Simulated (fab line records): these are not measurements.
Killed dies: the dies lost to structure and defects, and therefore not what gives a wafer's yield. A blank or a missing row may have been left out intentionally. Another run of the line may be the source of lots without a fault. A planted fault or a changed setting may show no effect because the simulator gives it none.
Chamber matching    flow nand_harc    NHARC_P_M0_CMP_23 on cmp-02: 4 sister chambers
The step polishes, t overpolish 20 s, target thk 117.54 nm. 8 wafers are shown with their chamber, then 9 later ones without.

## WAFERS PAIRED WITH THEIR CHAMBERS
wafer   chamber  motor_current_A (A)  time_to_endpoint_s (s)
L075.2  1        10.2                 28
L080.4  1        10.4                 29
L082.3  0        10.3                 35
L083.2  2        12.6                 27
L083.4  0        10.1                 32
L085.3  3        11.2                 29
L085.4  2        12.7                 25
L085.5  3        11.3                 30

## WAFERS MISSING THEIR CHAMBER
wafer   motor_current_A (A)  time_to_endpoint_s (s)
L090.3  12.7                 24
L090.5  9.9                  33
L090.6  10.3                 30
L089.2  10.3                 32
L089.4  10.0                 36
L089.5  10.9                 29
L095.1  9.7                  30
L095.2  11.8                 28
L095.5  10.4                 29

## WHICH CHAMBER EACH WENT THROUGH
wafer    from the rows above       in truth
L090.3   2                         2
L090.5   0                         0
L090.6   can't be placed: 1 or 0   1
L089.2   can't be placed: 0 or 1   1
L089.4   0                         0
L089.5   3                         3
L095.1   can't be placed: 0 or 1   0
L095.2   3                         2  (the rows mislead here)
L095.5   1                         1
Correctly placed: 5 of 9. Not placeable from these rows: 3 (in 3, the candidates include the true chamber). Placed wrongly: 1.
How it was worked out, from the rows above alone: a wafer's distance from a chamber is the root of the sum, over the readings, of the square of ((its reading less the chamber's mean) divided by the reading's scatter). If the next closest chamber is less than 2 further off than the closest, the wafer can't be placed; otherwise it belongs to the closest. For every chamber, the mean is computed from those of its wafers that are shown. The scatter is the square root of a quotient: the sum, over the shown wafers, of each reading's squared deviation from its chamber's mean, divided by wafers minus chambers.
